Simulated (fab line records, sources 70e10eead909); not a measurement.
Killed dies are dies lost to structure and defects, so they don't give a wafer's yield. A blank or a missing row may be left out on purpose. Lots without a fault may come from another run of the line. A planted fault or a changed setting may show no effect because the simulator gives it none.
A struck lot beside a sound one | flow nand_harc | 14 steps out of a route of 1302
Sound: wafers L482.3, L482.4, L482.6. Struck: wafer L486.2. (L486.3, L486.4 of the same lot were not struck and are left out.) The cause comes at the end.
At each step with rows: each side's tool, then ch and its chambers, then its first start. Under that, the readings that differ: sound wafers | struck wafers | difference of the means | sigmas: that difference in standard deviations of wafers without a fault.
alike: readings whose means differ by less than 2 such deviations, and words and numbers that are the same on both sides. not compared: withheld readings, readings that some wafer has no value for, bounds like >300 that may hide the same value, and numbers for which the record gives no deviation and whose values overlap.
The two part at a step that has a row with sigmas, a row that says differs or no value, or rows on one side only. Numbers that don't overlap but have no deviation are shown without sigmas and don't part them. A reading that every wafer of one side lacks parts them only if that side has two wafers or more.

NHARC_A_CHANNEL_HOLE_D2_CD_MEAS_31:
  sound on cd_sem-01, day 19 13:07; struck on cd_sem-03, day 20 04:55
  alike: cd_nm
then, 1 step without rows for these wafers: NHARC_A_CHANNEL_HOLE_D2_XSEM_32.
NHARC_A_CHANNEL_HOLE_D2_INSPECT_40:
  sound on defect_inspect-01, day 19 13:20; struck on defect_inspect-02, day 20 05:05
  alike: raw_defect_count
then, 3 steps without rows for these wafers: NHARC_A_CHANNEL_FILL_D2_PRECLEAN_00 (cleans in SC1); NHARC_A_CHANNEL_FILL_D2_SRD_01; NHARC_A_CHANNEL_FILL_D2_ALD_02 (deposits SiO2, target thk 6 nm, pulse time 10 s, ald cycles 60).
NHARC_A_CHANNEL_FILL_D2_ALD_03: deposits SiNx, target thk 6 nm, pulse time 60 s, ald cycles 58.
  sound on ald_sin_batch-02 ch 0; struck on ald_sin_batch-01 ch 0
  alike: precursor_pulse_height_rel
NHARC_A_CHANNEL_FILL_D2_ALD_14: deposits SiO2, target thk 2.5 nm, pulse time 10 s, ald cycles 25.
  sound on ald_hk-04 ch 1,2,3, day 19 18:12; struck on ald_hk-04 ch 2, day 20 12:17
  alike: heater_power_w, precursor_pulse_height_rel
NHARC_A_CHANNEL_FILL_D2_ALD_15: deposits SiNx, target thk 2 nm, pulse time 60 s, ald cycles 19.
  sound on ald_sin_batch-03 ch 0; struck on ald_sin_batch-02 ch 0
  alike: precursor_pulse_height_rel
NHARC_A_CHANNEL_FILL_D2_ALD_16: deposits SiO2, target thk 1.5 nm, pulse time 10 s, ald cycles 15.
  sound on ald_hk-04 ch 1,2,3, day 19 23:21; struck on ald_hk-04 ch 2, day 20 19:33
  alike: heater_power_w, precursor_pulse_height_rel
then, 2 steps without rows for these wafers: NHARC_A_CHANNEL_FILL_D2_ANNEAL_17 (time 1800 s); NHARC_A_CHANNEL_FILL_D2_CVD_18 (deposits poly-Si, target thk 3 nm).
NHARC_A_CHANNEL_FILL_D2_ETCHBACK_19: etches the open film in HBr/Cl2, target depth 5 nm, time 1.7 s.
  sound on rie_si-04 ch 1,2,3, day 20 11:11; struck on rie_si-04 ch 0, day 21 07:31
  reading               | sound             | struck | difference | sigmas
  oes_product_au (a.u.) | 1.000 1.006 0.994 | 0.741  | -0.259     | -26
  alike: drypump_motor_current_A, throttle_valve_pct
  not compared: rf_hours_counter_h
NHARC_A_CHANNEL_FILL_D2_ETCHBACK_20: etches the open film in C4F8/O2/Ar, target depth 27 nm, time 13.5 s.
  sound on rie_diel-07 ch 0,1, day 20 11:17; struck on rie_diel-13 ch 0, day 21 07:39
  alike: oes_product_au, rf_vpp_V
  not compared: rf_hours_counter_h

WHERE THEY PART
Only at NHARC_A_CHANNEL_FILL_D2_ETCHBACK_19, within this record. Later steps at which nothing parts them and some readings are alike: NHARC_A_CHANNEL_FILL_D2_ETCHBACK_20.

WHY: what the simulator had put in
Process parameter drift: rie_si-04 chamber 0, from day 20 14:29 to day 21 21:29, at NHARC_A_CHANNEL_FILL_D2_ETCHBACK_19. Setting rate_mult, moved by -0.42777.
